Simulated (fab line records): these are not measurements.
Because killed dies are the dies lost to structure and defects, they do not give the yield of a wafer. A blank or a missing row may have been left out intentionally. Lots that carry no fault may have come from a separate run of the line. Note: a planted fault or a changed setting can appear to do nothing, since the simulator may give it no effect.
Split-lot experiment + flow n5-finfet + 39 wafers read across 7 lots, on a route 1938 steps long

## ABOUT THE SPLIT
At N5_BEOL_M1_DEP_57 (deposits SiCN from 3MS/NH3, target thk 8 nm, time 14 s), the setting target-thk-a was moved away from the recipe's 80 angstrom on 15 of the 39 wafers read, by -49.6% to +43.8%. The other wafers ran this setting at the recipe's value.

Reading taken at the split's own step.

## THE READING
SiCN_of_BEOL_M1_DEP_57.thk-nm (the simulator's own value, which no gauge read), in nm, at N5_BEOL_M1_DEP_57 (deposits SiCN from 3MS/NH3, target thk 8 nm, time 14 s). The file gives no usual value for it. The 24 wafers here that ran the recipe average 8.0 nm, standard deviation 0.21 nm.

| wafer  | tool, chamber at the split | target-thk-a as run, angstrom | against the recipe | SiCN_of_BEOL_M1_DEP_57.thk-nm, nm | against lot-mates on the recipe |
|--------|----------------------------|-------------------------------|--------------------|-----------------------------------|---------------------------------|
| L076.1 | pecvd-04, 0                | 80                            | recipe             | 8                                 | -                               |
| L076.2 | pecvd-04, 2,1              | 80                            | recipe             | 7.8                               | -                               |
| L076.3 | pecvd-04, 2,1              | 80                            | recipe             | 7.8                               | -                               |
| L076.4 | pecvd-04, 0,1,2            | 45.24                         | -43.5%             | 4.6                               | -3.3                            |
| L076.5 | pecvd-04, 0,1,2            | 45.24                         | -43.5%             | 4.6                               | -3.3                            |
| L076.6 | pecvd-04, 0,1,2            | 45.24                         | -43.5%             | 4.6                               | -3.3                            |
| L078.1 | pecvd-03, 1,0,1            | 80                            | recipe             | 7.8                               | -                               |
| L078.2 | pecvd-03, 1,0,1            | 80                            | recipe             | 7.8                               | -                               |
| L078.4 | pecvd-03, 1,0,1            | 80                            | recipe             | 7.8                               | -                               |
| L080.1 | pecvd-01, 2                | 80                            | recipe             | 7.8                               | -                               |
| L080.2 | pecvd-01, 0                | 40.31                         | -49.6%             | 4                                 | -4.0                            |
| L080.3 | pecvd-01, 1                | 40.31                         | -49.6%             | 4.2                               | -3.8                            |
| L080.6 | pecvd-01, 1                | 40.31                         | -49.6%             | 4.2                               | -3.8                            |
| L080.4 | pecvd-01, 2                | 80                            | recipe             | 8                                 | -                               |
| L080.5 | pecvd-01, 0                | 80                            | recipe             | 8.2                               | -                               |
| L083.1 | pecvd-04, 2                | 52.25                         | -34.7%             | 5.2                               | -2.8                            |
| L083.5 | pecvd-04, 2                | 52.25                         | -34.7%             | 5.2                               | -2.8                            |
| L083.2 | pecvd-04, 0,1,1            | 80                            | recipe             | 8                                 | -                               |
| L083.3 | pecvd-04, 0,1,1            | 80                            | recipe             | 8                                 | -                               |
| L083.4 | pecvd-04, 0,1,1            | 80                            | recipe             | 8                                 | -                               |
| L083.6 | pecvd-04, 0                | 52.25                         | -34.7%             | 5.4                               | -2.6                            |
| L088.1 | pecvd-04, 0,2              | 80                            | recipe             | 8.4                               | -                               |
| L088.3 | pecvd-04, 0,2              | 80                            | recipe             | 8.4                               | -                               |
| L088.2 | pecvd-04, 1                | 54.67                         | -31.7%             | 5.6                               | -2.9                            |
| L088.4 | pecvd-04, 1                | 54.67                         | -31.7%             | 5.6                               | -2.9                            |
| L088.5 | pecvd-04, 2                | 54.67                         | -31.7%             | 5.8                               | -2.7                            |
| L088.6 | pecvd-04, 0                | 80                            | recipe             | 8.6                               | -                               |
| L089.1 | pecvd-01, 1,0,0            | 80                            | recipe             | 8                                 | -                               |
| L089.2 | pecvd-01, 1,0,0            | 80                            | recipe             | 8                                 | -                               |
| L089.4 | pecvd-01, 1,0,0            | 80                            | recipe             | 8                                 | -                               |
| L089.3 | pecvd-01, 1,0,1            | 115                           | +43.8%             | 11.6                              | +3.6                            |
| L089.5 | pecvd-01, 1,0,1            | 115                           | +43.8%             | 11.6                              | +3.6                            |
| L089.6 | pecvd-01, 1,0,1            | 115                           | +43.8%             | 11.6                              | +3.6                            |
| L093.1 | pecvd-03, 0,2              | 80                            | recipe             | 7.8                               | -                               |
| L093.2 | pecvd-03, 0,2              | 80                            | recipe             | 7.8                               | -                               |
| L093.3 | pecvd-03, 1,2,1,0          | 80                            | recipe             | 8                                 | -                               |
| L093.4 | pecvd-03, 1,2,1,0          | 80                            | recipe             | 8                                 | -                               |
| L093.5 | pecvd-03, 1,2,1,0          | 80                            | recipe             | 8                                 | -                               |
| L093.6 | pecvd-03, 1,2,1,0          | 80                            | recipe             | 8                                 | -                               |
If several chambers appear in one row, that row covers several wafers at once and the file leaves open which wafer was in which chamber.

FIT RESULTS
A straight line over all 39 wafers: SiCN_of_BEOL_M1_DEP_57.thk-nm changes by +0.079 nm for each +1% of target-thk-a; r = +1.00; the points scatter about the line by 0.18 nm.
The same after taking each lot's own level away (the mean of its wafers on the recipe; 39 wafers): +0.0798 nm for each +1%; r = +1.00; scatter 0.13 nm.
According to that fit, moving target-thk-a by its largest amount changes the reading by 4 nm.
The span of the lots' own levels, 7.80 to 8.47 nm, comes to 3.2 times the standard deviation stated above.
The two slopes are in agreement: the lot-to-lot level therefore moves the slope only a little.
Check: for one of the wafers moved furthest among these (-49.6%), held out of the fit, the line's prediction against its lot-mates is -3.94 nm. Against them it came out at -4 nm.

## THE OTHER SPLITS THESE WAFERS WENT THROUGH
These wafers also went through other splits before the reading. Each is held against what the fit with the lots' levels taken away leaves over:
| other split on the same wafers        | wafers away from the commonest value | r with SiCN_of_BEOL_M1_DEP_57.thk-nm (lot level and that fit taken away) |
|---------------------------------------|--------------------------------------|--------------------------------------------------------------------------|
| N5_FIN_SAQP_PECVD_48 time-s           | 15                                   | -0.15                                                                    |
| N5_HKMG_FIN_ALD_91 ald-cycles         | 15                                   | +0.07                                                                    |
| N5_MOL_CONTACT_COAG_ALD_27 ald-cycles | 15                                   | +0.41                                                                    |

## FILE'S OWN FIT
SiCN_of_BEOL_M1_DEP_57.thk-nm changes by +0.0797 nm for each +1% of target-thk-a, r = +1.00.
